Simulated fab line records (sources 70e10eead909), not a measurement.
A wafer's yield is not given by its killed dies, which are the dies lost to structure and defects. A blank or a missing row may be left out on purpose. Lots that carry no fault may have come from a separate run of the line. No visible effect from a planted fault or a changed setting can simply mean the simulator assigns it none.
Which tool is to blame? + flow nand harc + 7 lots, 21 wafers sampled, at 1 step of a route of 1159

WHAT EACH GAUGE READ, for each wafer
NHARC_A_M0_THK_MEAS_24: measures by xrf.
| lot  | measured     | on            | thk nm (nm)       |
|------|--------------|---------------|-------------------|
| L960 | day 19 02:16 | film metro-02 | 114.1 115.0 114.3 |
| L963 | day 19 19:51 | film metro-02 | 112.5 113.3 115.6 |
| L969 | day 20 20:59 | film metro-02 | 112.6 112.7 113.0 |
| L972 | day 22 05:02 | film metro-02 | 114.5 115.6 115.9 |
| L976 | day 22 20:15 | film metro-02 | 110.8 111.2 113.7 |
| L977 | day 22 23:32 | film metro-01 | 114.7 115.3 112.8 |
| L979 | day 23 16:08 | film metro-02 | 114.4 118.1 116.6 |

WHICH TOOL RAN EACH LOT (tool, then ch and the chambers of the sampled wafers, then the start)
There is no process step in the record ahead of these readings.

THE ANSWER, worked out from the rows above alone
Rule: the usual values come from the lots themselves. The widest of any qualifying gaps counts: lots, ordered by their means at a reading, are off when they make up no more than a third of the lots, leave a main group of 4 or more, and stand apart from it by 3 or more times the standard deviation of that group's means. If all means in a main group match to the digits the tables above print for the reading, that group is not used. Also off: a lot with no number at a reading for which 4 or more lots have one. The other lots that the step has rows for count as sound.
No lot is off on any of the readings shown, so nothing can be concluded from this.

WHAT HAD BEEN PUT IN BY THE SIMULATOR
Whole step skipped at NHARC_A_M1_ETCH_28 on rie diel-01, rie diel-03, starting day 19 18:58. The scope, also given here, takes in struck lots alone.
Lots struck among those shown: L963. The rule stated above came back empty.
